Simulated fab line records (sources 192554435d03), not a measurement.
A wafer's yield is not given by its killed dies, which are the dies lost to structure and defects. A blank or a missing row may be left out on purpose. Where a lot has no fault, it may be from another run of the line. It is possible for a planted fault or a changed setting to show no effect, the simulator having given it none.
Matching of chambers | flow n5 finfet | N5_GATE_CUT_HM_DEP_46 on pecvd-01 has 3 sister chambers
The step deposits SiO2 from TEOS/O2, target thk 130 nm, time 26.6 s. 14 wafers are shown with their chamber, then 7 later ones without.

## WAFERS WITH THEIR CHAMBER
wafer  | chamber | throttle valve pct (%) | showerhead plenum p Torr (Torr) | heater power w (W)
L345.1 | 1       | 19.1                   | 8.34                            | 526
L345.2 | 0       | 17.8                   | 8.31                            | 408
L345.6 | 0       | 17.6                   | 8.31                            | 418
L347.3 | 0       | 17.5                   | 8.29                            | 489
L347.4 | 0       | 17.7                   | 8.28                            | 502
L347.6 | 1       | 18.7                   | 8.36                            | 613
L349.4 | 2       | 17.0                   | 8.39                            | 569
L349.5 | 0       | 17.5                   | 8.30                            | 361
L353.1 | 2       | 17.0                   | 8.38                            | 678
L353.4 | 1       | 18.9                   | 8.35                            | 596
L355.1 | 0       | 17.8                   | 8.29                            | 484
L355.4 | 0       | 18.1                   | 8.28                            | 474
L356.1 | 0       | 17.8                   | 8.29                            | 464
L356.2 | 0       | 17.8                   | 8.28                            | 476

SIGNATURES (averages over the wafers above)
reading                  | chamber 0 | chamber 1 | chamber 2 | scatter within a chamber
throttle valve pct       | 17.733    | 18.900    | 17.000    | 0.181
showerhead plenum p Torr | 8.2922    | 8.3500    | 8.3850    | 0.0113
heater power w           | 452.89    | 578.33    | 623.50    | 50.1
Rule: a wafer's distance from a chamber is the root of the sum, over the readings, of the square of ((its reading less the chamber's mean) divided by the reading's scatter). If the next closest chamber is less than 2 further off than the closest, the wafer can't be placed; otherwise it belongs to the closest. How the scatter is found: for the shown wafers, subtract from each reading the mean of its chamber, square and add these, divide the total by (wafers less chambers), then take the root.

## WAFERS WITH NO CHAMBER GIVEN
wafer  | throttle valve pct (%) | showerhead plenum p Torr (Torr) | heater power w (W)
L356.6 | 18.1                   | 8.30                            | 485
L362.1 | 17.0                   | 8.37                            | 678
L362.4 | 17.0                   | 8.38                            | 531
L362.5 | 17.9                   | 8.32                            | 413
L363.1 | 17.3                   | 8.38                            | 609
L363.4 | 17.2                   | 8.37                            | 629
L363.6 | 16.7                   | 8.37                            | 599

## THE CHAMBER EACH PASSED THROUGH
wafer  | from the rows above | in truth
L356.6 | 0                   | 0
L362.1 | 2                   | 2
L362.4 | 2                   | 2
L362.5 | 0                   | 0
L363.1 | 2                   | 2
L363.4 | 2                   | 2
L363.6 | 2                   | 2
Correctly placed: 7 of 7. Can't be placed from these rows: 0. Wrongly placed: 0.
